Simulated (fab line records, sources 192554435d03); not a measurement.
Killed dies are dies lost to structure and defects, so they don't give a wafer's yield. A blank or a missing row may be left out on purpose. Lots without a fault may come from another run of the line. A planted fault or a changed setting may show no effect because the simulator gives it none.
Which tool did it? | flow n5_finfet | 11 lots, 30 wafers sampled, at 2 steps of a route of 1938

WHAT THE GAUGES READ, wafer by wafer
N5_BEOL_M9_CD_MEAS_28: target cd 70 nm.
lot  | measured     | on        | cd_nm (nm)
L989 | day 9 08:37  | cd_sem-01 | 70.04 70.57 70.19
L992 | day 9 20:54  | cd_sem-02 | 69.93 70.22 69.91
L991 | day 10 05:35 | cd_sem-01 | 69.95 70.37 69.74
L995 | day 10 12:51 | cd_sem-02 | 69.61 70.01 69.83
L994 | day 10 21:12 | cd_sem-03 | 70.11 70.01
L996 | day 11 16:02 | cd_sem-02 | 69.66 70.35 69.85
L999 | day 12 04:28 | cd_sem-02 | 69.92 69.74 69.52
L100 | day 12 07:57 | cd_sem-01 | 69.94 70.15
L102 | day 12 19:50 | cd_sem-02 | 69.88 69.92 69.84
L105 | day 13 15:50 | cd_sem-03 | 70.08 70.03
L112 | day 15 09:09 | cd_sem-03 | 70.09 70.30 70.52

WHICH TOOL RAN EACH LOT (tool, then ch and the chambers of the sampled wafers, then the start)
lot  | N5_BEOL_M9_STRIP_19
L989 | rie_diel-06 ch 0,2,3, day 9 07:13
L992 | rie_diel-02 ch 1,2, day 9 20:22
L991 | rie_diel-02 ch 2,3, day 10 04:44
L995 | rie_diel-03 ch 1,2,3, day 10 10:10
L994 | rie_diel-02 ch 1,3, day 10 19:02
L996 | rie_diel-03 ch 1,2,3, day 11 15:38
L999 | rie_diel-02 ch 1,2, day 12 03:31
L100 | rie_diel-06 ch 0,1, day 12 06:40
L102 | rie_diel-03 ch 0,1,2, day 12 19:28
L105 | rie_diel-03 ch 0,3, day 13 15:26
L112 | rie_diel-03 ch 0,2,3, day 15 08:44
- N5_BEOL_M9_STRIP_19: strips in O2.

WHAT THE TOOLS THEMSELVES READ (means of the sampled wafers that have a number; where no wafer has one, the mark that the record gives instead)
N5_BEOL_M9_STRIP_19.
lot  | tool        | drypump_motor_current_A (A) | oes_product_au (a.u.) | rf_vpp_V (V) | showerhead_plenum_p_Torr (Torr) | throttle_valve_pct (%)
L989 | rie_diel-06 | 5.87                        | 0.70                  | 3.6          | 2.13                            | 16.92
L992 | rie_diel-02 | 5.98                        | 0.79                  | 3.4          | 2.16                            | 16.40
L991 | rie_diel-02 | 6.00                        | 0.78                  | 3.2          | 2.09                            | 16.50
L995 | rie_diel-03 | 5.78                        | 0.72                  | 4.3          | 2.11                            | 16.76
L994 | rie_diel-02 | 6.04                        | 0.84                  | 4.0          | 2.12                            | 16.36
L996 | rie_diel-03 | 5.78                        | 0.72                  | 4.4          | 2.10                            | 16.77
L999 | rie_diel-02 | 5.97                        | 0.74                  | 3.6          | 2.13                            | 16.52
L100 | rie_diel-06 | 6.14                        | 0.77                  | 3.6          | 2.16                            | 16.65
L102 | rie_diel-03 | 5.76                        | 0.73                  | 3.3          | 2.05                            | 16.81
L105 | rie_diel-03 | 5.78                        | 0.84                  | 3.5          | 2.08                            | 16.53
L112 | rie_diel-03 | 5.86                        | 0.80                  | 3.7          | 2.08                            | 16.58

THE ANSWER, worked out from the rows above alone
Rule: what is usual is taken from the lots themselves. Put in order of their means at a reading, lots are off if they are a third of the lots or fewer, leave a main group of 4 or more, and stand apart from it by a gap of 3 or more times the standard deviation of the main group's means; of several such gaps the widest counts. A main group whose means are all the same, to the digits that the tables above print for the reading, isn't used. A lot without any number at a reading at which 4 lots or more have one is off too. The other lots that the step has rows for count as sound. The gauges are gone through in route order, then the tools' own readings, and for those a lot's mean is taken as printed above. The first step at which some lot is off is used, and at that step the reading that is off furthest; a lot without a number counts as furthest.
No lot is off at any reading shown: from this, nothing can be told.

WHAT THE SIMULATOR HAD PUT IN
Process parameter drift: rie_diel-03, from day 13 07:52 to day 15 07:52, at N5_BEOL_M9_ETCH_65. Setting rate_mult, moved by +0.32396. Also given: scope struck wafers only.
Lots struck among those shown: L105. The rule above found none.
